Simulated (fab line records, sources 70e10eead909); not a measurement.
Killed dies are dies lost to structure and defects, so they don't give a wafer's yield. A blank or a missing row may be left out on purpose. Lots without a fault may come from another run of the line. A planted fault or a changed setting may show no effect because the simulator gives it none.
fab line records | flow nand_harc
record lots=7 wafers=20 last_day=33
route steps=1302 shown P_CONTACT@235
lots that met no fault: from a run of the same line without faults
start_h: hours from the record's first day to the start of the lot's first wafer shown | wait_h: hours since the lot's step before | " the same as in the row above | L1.1+2: a row that stands for several wafers | - no value, or no start given | * or withheld: withheld | < > ~ a bound
route shown NAME@n: a module of which the file shows steps, and the number in the route of the first | usual: mean/standard deviation of fault-free wafers | same: alike in all rows | chamber/n: place in a boat | sites: the reading at each site | _std_site: their standard deviation | _edge_site: outer sites' mean less inner sites' | radius_mm: how far each site lies from the wafer's centre | mask NAME#n: copy n | behind: the tool/chamber that last shaped the wafer | hold: why the lot was held/for how many hours/how that ended | device: the transistor (n, p or np) that didn't switch | end of line: the same wafers' tests at the end of the route | a step without rows: its recipe alone | killed: dies lost to structure and defects at the first sort, not the wafer's yield | map: a wafer's dies, x killed, . not, _ none there
set.NAME: the setting as run; set.NAME@STEP: as run at that earlier step | model.NAME: the simulator's own value behind a step, which no gauge read
lots at some steps of the route; a table a step, a row a wafer
services: from which hour (start_h, from the record's first day; less than 0 if before it) a tool's chamber was out of use, for how many hours, and why
## steps
# step NHARC_P_CONTACT_DESCUM_17
# recipe time_s=3 o2_flow_sccm=200 ar_flow_sccm=0 bias_power_w=0 chemistry=O2
# step NHARC_P_CONTACT_ETCH_35
# recipe target_depth_a=390 over_etch_frac=0.3 time_s=65 ion_energy_ev=80 cf4_flow_sccm=150 ar_flow_sccm=0 rf_w=300 bias_w=100 chemistry=CF4
# step NHARC_P_CONTACT_ETCH_36
# recipe target_depth_a=2600 over_etch_frac=0.25 time_s=406.25 ion_energy_ev=200 n2_flow_sccm=150 h2_flow_sccm=150 ar_flow_sccm=0 rf_w=400 bias_w=150 chemistry=N2/H2
# usual chamber_pressure_mTorr=29.999/0.03 drypump_motor_current_A=5.6/0.51 mfc_ar_sccm=0.006/0.0087 oes_product_au=0.996/0.01 rf_vpp_V=430.8/2.2 showerhead_plenum_p_Torr=2.05/0.073 throttle_valve_pct=14.172/0.0081
# same time_s=406.25
# columns lot.wafer tool chamber start_h wait_h chamber_pressure_mTorr drypump_motor_current_A mfc_ar_sccm oes_product_au rf_hours_counter_h rf_vpp_V showerhead_plenum_p_Torr throttle_valve_pct
L129.2 rie_diel-08 2 - - 29.992 5.9 0 0.984 4.0 426.9 1.90 14.179
L129.4 " 2 " " 30.022 5.8 0 0.980 - 426.8 1.90 14.156
L129.6 " 3 " " 29.954 6.5 0 1.004 - 433.1 2.09 14.167
L131.4 rie_diel-08 2 - - 30.026 5.9 0 0.992 4.8 425.8 1.90 14.168
L131.6 " 1 " " 29.984 5.6 0 0.999 - 430.8 2.02 14.168
L131.5 " 2 " " 30.006 5.9 0 0.992 - 425.3 1.90 14.171
L133.3 rie_diel-08 1 - - 29.953 5.6 0 1.001 5.6 431.3 2.02 14.164
L133.2 " 0 " " 30.001 5.8 0 0.994 4.9 430.9 2.07 14.183
L135.3 rie_diel-05 3 - - 29.982 4.7 0 0.985 8.5 430.5 1.98 14.180
L135.6 " 0 " " 30.019 5.8 0.014 0.991 - 430.2 2.07 14.163
L135.5 " 2 " " 29.940 5.1 0 0.984 - 432.7 2.14 14.174
L139.3 rie_diel-03 3 - - 30.013 5.3 0.004 1.009 2.9 434.5 2.19 14.183
L139.1 " 0 " " 29.985 6.3 0.027 0.976 3.2 430.6 2.01 14.173
L139.2 " 1 " " 30.036 6.0 0.011 0.992 3.0 430.3 2.05 14.184
L143.1 rie_diel-05 1 - - 30.008 5.9 0.018 0.999 2.7 432.5 2.10 14.162
L143.3 " 2 " " 30.039 5.1 0 0.980 2.5 433.4 2.14 14.177
L143.4 " 3 " " 30.042 4.7 0 0.983 2.8 428.7 1.98 14.165
L147.4 rie_diel-03 0 - - 29.982 6.3 0.027 0.996 0.6 429.5 2.01 14.172
L147.5 " 0 " " 29.971 6.3 0.027 1.010 - 429.6 2.01 14.186
L147.6 " 1 " " 29.973 6.0 0.011 1.020 - 430.2 2.05 14.178
# step NHARC_P_CONTACT_ETCH_18
# recipe target_depth_a=4810 time_s=240.5 c4f8_flow_sccm=20 o2_flow_sccm=10 ar_flow_sccm=withheld rf_w=600 bias_w=1500 chemistry=C4F8/O2/Ar
# step NHARC_P_CONTACT_STRIP_37
# recipe c4f8_flow_sccm=withheld o2_flow_sccm=8 ar_flow_sccm=withheld bias_w=0 chemistry=C4F8/O2/Ar
# step NHARC_P_CONTACT_ETCH_31
# recipe target_depth_a=300 time_s=85.7 ion_energy_ev=120 over_etch_frac=1 ch3f_flow_sccm=50 o2_flow_sccm=30 ar_flow_sccm=200 rf_w=500 bias_w=100 chemistry=CH3F/O2
# usual chamber_pressure_mTorr=24.999/0.022 drypump_motor_current_A=5.7/0.51 mfc_ar_sccm=200.0/0.6 oes_product_au=0.974/0.015 rf_vpp_V=244.5/1.5 showerhead_plenum_p_Torr=2.47/0.082 throttle_valve_pct=20.663/0.0082
# same time_s=85.7
# columns lot.wafer tool chamber start_h wait_h chamber_pressure_mTorr drypump_motor_current_A mfc_ar_sccm oes_product_au rf_hours_counter_h rf_vpp_V showerhead_plenum_p_Torr throttle_valve_pct
L129.2 rie_diel-08 3 - - 25.012 6.5 200.3 0.987 4.1 245.5 2.52 20.651
L129.6 " 2 " " 25.013 5.9 199.2 0.970 - 243.9 2.30 20.669
L129.4 " 1 " " 25.014 5.6 199.4 0.988 - 244.4 2.44 20.657
L131.4 rie_diel-08 3 - - 25.022 6.5 199.8 0.967 5.0 244.2 2.52 20.654
L131.5 " 3 " " 24.984 6.5 200.5 0.964 - 245.1 2.52 20.657
L131.6 " 0 " " 25.033 5.8 200.0 0.969 - 243.5 2.49 20.656
L133.3 rie_diel-08 3 - - 24.977 6.5 199.7 0.949 5.8 244.4 2.52 20.660
L133.2 " 2 " " 24.981 5.9 200.4 0.954 6.0 242.1 2.30 20.679
L135.3 rie_diel-05 0 - - 25.016 5.8 200.2 1.000 9.5 245.9 2.50 20.679
L135.6 " 3 " " 24.995 4.7 200.1 0.979 - 243.6 2.39 20.656
L135.5 " 0 " " 24.998 5.8 199.7 0.982 - 244.3 2.50 20.658
L139.3 rie_diel-03 0 - - 25.015 6.3 200.0 0.958 3.4 244.2 2.43 20.669
L139.1 " 1 " " 24.985 5.9 199.8 0.959 3.2 244.8 2.47 20.661
L139.2 " 2 " " 25.007 5.0 199.8 0.952 3.0 242.8 2.45 20.653
L143.3 rie_diel-05 3 - - 25.014 4.7 199.8 0.976 2.9 244.5 2.39 20.659
L143.1 " 0 " " 24.993 5.9 201.1 0.992 3.1 244.8 2.49 20.678
L143.4 " 2 " " 25.012 5.1 200.8 0.957 2.8 246.4 2.57 20.666
L147.4 rie_diel-03 1 - - 24.990 5.9 200.1 0.997 1.4 243.5 2.47 20.659
L147.5 " 1 " " 24.987 5.9 200.6 0.986 - 244.2 2.47 20.664
L147.6 " 2 " " 25.002 5.0 200.3 0.975 - 243.2 2.45 20.665
# step NHARC_P_CONTACT_CD_MEAS_19
# usual cd_nm=89.1/1.7
# columns lot.wafer tool chamber start_h wait_h cd_nm
L129.2 cd_sem-03 - 159.10 - 90.3
L129.4 " - " " 90.3
L129.6 " - " " 90.2
L131.4 cd_sem-03 - 177.23 - 90.0
L131.5 " - " " 88.5
L131.6 " - " " 87.7
L133.2 cd_sem-03 - 196.18 - 89.0
L133.3 " - " " 88.9
L135.3 cd_sem-03 - 224.19 - 90.9
L135.5 " - " " 89.0
L135.6 " - " " 87.6
L139.1 cd_sem-01 - 269.03 - 87.0
L139.2 " - " " 87.8
L139.3 " - " " 89.1
L143.1 cd_sem-01 - 296.01 - 86.6
L143.3 " - " " 87.8
L143.4 " - " " 88.4
L147.4 cd_sem-01 - 335.59 - 87.7
L147.5 " - " " 88.2
L147.6 " - " " 90.1
# step NHARC_P_CONTACT_STRIP_28
# recipe o2_flow_sccm=500 ar_flow_sccm=0 bias_w=0 chemistry=O2
# step NHARC_P_CONTACT_STRIP_29
# recipe time_s=1200 temp_c=72.5 chemistry=post_etch_residue_remover
# step NHARC_P_CONTACT_DEGAS_38
# recipe temp_c=300 time_s=60
# usual heater_power_w=443/52
# same time_s=60
# columns lot.wafer tool chamber start_h wait_h heater_power_w
L129.4 pvd_sputter-02 - 159.80 - 416
L129.2 " - " " 410
L129.6 " - " " 418
L131.4 pvd_sputter-02 - 177.96 - 486
L131.6 " - " " 415
L131.5 " - " " 451
L133.2 pvd_sputter-03 - 196.94 - 451
L133.3 " - " " 444
L135.3 pvd_sputter-02 - 224.96 - 453
L135.5 " - " " 422
L135.6 " - " " 495
L139.2 pvd_sputter-02 - 269.74 - 414
L139.1 " - " " 397
L139.3 " - " " 454
L143.1 pvd_sputter-02 - 296.73 - 404
L143.3 " - " " 400
L143.4 " - " " 501
L147.4 pvd_sputter-03 - 336.32 - 427
L147.6 " - " " 438
L147.5 " - " " 331
# step NHARC_P_CONTACT_PRE_CLEAN_39
# recipe time_s=19.5 bias_v=250 gas=Ar
# step NHARC_P_CONTACT_PVD_32
# recipe target_thk_a=50 chamber_pressure_pa=5 power_w=5000 substrate_temp_c=200 time_s=17.7 material=Ti
# usual throttle_valve_pct=29.9/1
# same time_s=17.7
# columns lot.wafer tool chamber start_h wait_h throttle_valve_pct
L129.2 pvd_sputter-02 - - - 31.2
L129.4 " - " " 28.5
L129.6 " - " " 31.4
L131.4 pvd_sputter-02 - - - 29.5
L131.5 " - " " 28.7
L131.6 " - " " 27.9
L133.3 pvd_sputter-03 - - - 30.0
L133.2 " - " " 31.1
L135.3 pvd_sputter-02 - - - 28.0
L135.5 " - " " 31.4
L135.6 " - " " 29.9
L139.1 pvd_sputter-02 - - - 31.1
L139.2 " - " " 28.5
L139.3 " - " " 28.1
L143.1 pvd_sputter-02 - - - 29.0
L143.3 " - " " 31.5
L143.4 " - " " 30.7
L147.4 pvd_sputter-03 - - - 30.2
L147.6 " - " " 31.4
L147.5 " - " " 30.4
# step NHARC_P_CONTACT_ALD_22
# recipe target_thk_a=30 pulse_time_s=1 ald_cycles=150 temp_c=450 material=TiN
# usual ald_cycles=150/0 heater_power_outer_w=677/110 heater_power_w=1071/180 precursor_pulse_height_rel=1.000/0.021
# columns lot.wafer tool chamber start_h wait_h ald_cycles heater_power_outer_w heater_power_w precursor_pulse_height_rel
L129.4 ald_metal-02 0 160.05 - 150 600 1009 0.983
L129.2 " 1 " " 150 829 1362 0.963
L129.6 " 0 " " 150 616 1026 0.981
L131.4 ald_metal-02 1 178.22 - 66 864 1338 1.007
L131.5 " 3 " " 150 523 839 0.973
L131.6 " 0 " " 150 622 994 1.023
L133.2 ald_metal-02 3 197.19 - 150 531 836 0.986
L133.3 " 0 " " 66 611 1017 1.006
L135.3 ald_metal-02 0 225.17 - 66 642 977 0.970
L135.6 " 0 " " 150 616 1008 1.049
L135.5 " 1 " " 150 838 1384 1.042
L139.1 ald_metal-01 1 269.98 - 150 660 1013 1.009
L139.3 " 2 " " 150 623 993 0.992
L139.2 " 0 " " 150 614 948 0.994
L143.4 ald_metal-01 0 296.97 - 150 615 913 0.997
L143.1 " 2 " " 150 626 972 0.979
L143.3 " 3 " " 150 649 936 1.013
L147.4 ald_metal-04 1 336.61 - 150 784 1301 0.974
L147.6 " 2 " " 150 584 1005 0.982
L147.5 " 3 " " 150 834 1256 1.016
# step NHARC_P_CONTACT_CVD_23
# recipe target_thk_a=2000 temp_c=300 pressure_torr=40 wf6_flow_sccm=40 h2_flow_sccm=1600 ar_flow_sccm=1560 time_s=557 material=W
# usual heater_power_outer_w=258/28 heater_power_w=455/32 mfc_ar_sccm=1561/5.2 throttle_valve_pct=7.88/0.28
# same time_s=557
# columns lot.wafer tool chamber start_h wait_h heater_power_outer_w heater_power_w mfc_ar_sccm throttle_valve_pct
L129.2 cvd_w-01 0 - - 228 414 1566 7.77
L129.4 " 1 " " 240 436 1561 7.58
L129.6 " 0 " " 230 404 1560 7.97
L131.4 cvd_w-02 0 - - 291 470 1556 7.99
L131.5 " 1 " " 269 477 1558 8.27
L131.6 " 0 " " 291 479 1561 8.31
L133.2 cvd_w-02 0 - - 298 463 1566 8.56
L133.3 " 0 " " 297 485 1567 8.21
L135.3 cvd_w-02 1 - - 269 477 1559 7.98
L135.6 " 1 " " 265 475 1566 7.68
L135.5 " 0 " " 294 492 1567 8.32
L139.1 cvd_w-01 1 - - 235 443 1565 7.85
L139.2 " 0 " " 216 415 1563 7.83
L139.3 " 0 " " 228 406 1564 7.74
L143.1 cvd_w-01 1 - - 240 433 1556 7.61
L143.4 " 0 " " 226 408 1566 7.63
L143.3 " 1 " " 236 438 1553 7.84
L147.4 cvd_w-01 1 - - 239 432 1561 7.86
L147.6 " 0 " " 225 410 1566 7.29
L147.5 " 1 " " 242 435 1559 7.84
## services
# columns tool chamber start_h hours kind
cvd_w-01 1 144.45 4.0 repair
rie_diel-03 2 153.10 2.9 repair
rie_diel-08 0 153.47 6.4 repair
ald_metal-01 - 170.00 10.0 pm
pvd_sputter-03 - 170.00 10.0 pm
rie_diel-08 1 171.59 1.4 repair
cvd_w-01 - 185.00 13.0 pm
ald_metal-02 - 192.89 2.0 repair
rie_diel-05 1 193.36 6.4 repair
rie_diel-05 1 210.38 19.4 repair
rie_diel-08 - 215.30 9.0 pm
rie_diel-03 3 222.31 17.1 repair
rie_diel-05 - 232.31 9.0 pm
ald_metal-01 - 238.61 2.2 repair
rie_diel-03 3 242.30 1.9 repair
ald_metal-02 - 254.00 10.0 pm
cvd_w-02 - 269.00 13.0 pm
rie_diel-03 - 281.32 9.0 pm
pvd_sputter-02 - 282.03 10.0 pm
cvd_w-01 0 291.51 3.8 repair
rie_diel-03 0 312.20 15.2 repair
cvd_w-01 1 321.89 8.6 repair
cvd_w-01 - 331.23 1.0 repair
cvd_w-02 - 336.76 0.7 repair
## key
first_sign step=NHARC_P_CONTACT_ALD_22 reading=ald_cycles direction=down sigmas=99+ usual=150 struck=66
effect none on later readings
met_at NHARC_P_CONTACT_ALD_22
struck_wafers L131.4,L133.3,L135.3
later_rows_left_out L131.4,L133.3,L135.3
sort_left_out L131.4,L133.3,L135.3
tester_left_out L131,L133,L135
onset_between 160.05 178.22
fault kind=process_parameter_drift tool=ald_metal-02 chamber=- onset_h=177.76 steps=NHARC_P_CONTACT_ALD_22 channel=ald_cycles offset=-84 shape=step end_h=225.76 scope=struck_wafers_only acts_in=these_recipes_only stated=150
# tester_left_out: of these lots the tester's yield and bins aren't shown, on N5 and GAA mostly nor the transistor test; their killed dies are dies lost to structure and defects alone, not to doping, threshold or leakage, so they don't give the yield
# sort_left_out: the simulated sort isn't trusted on such a fault, so these wafers' sort isn't shown, and their yield isn't known
# later_rows_left_out: the simulator's readings of these wafers behind a module that went badly wrong aren't trusted and aren't shown, but for the sort
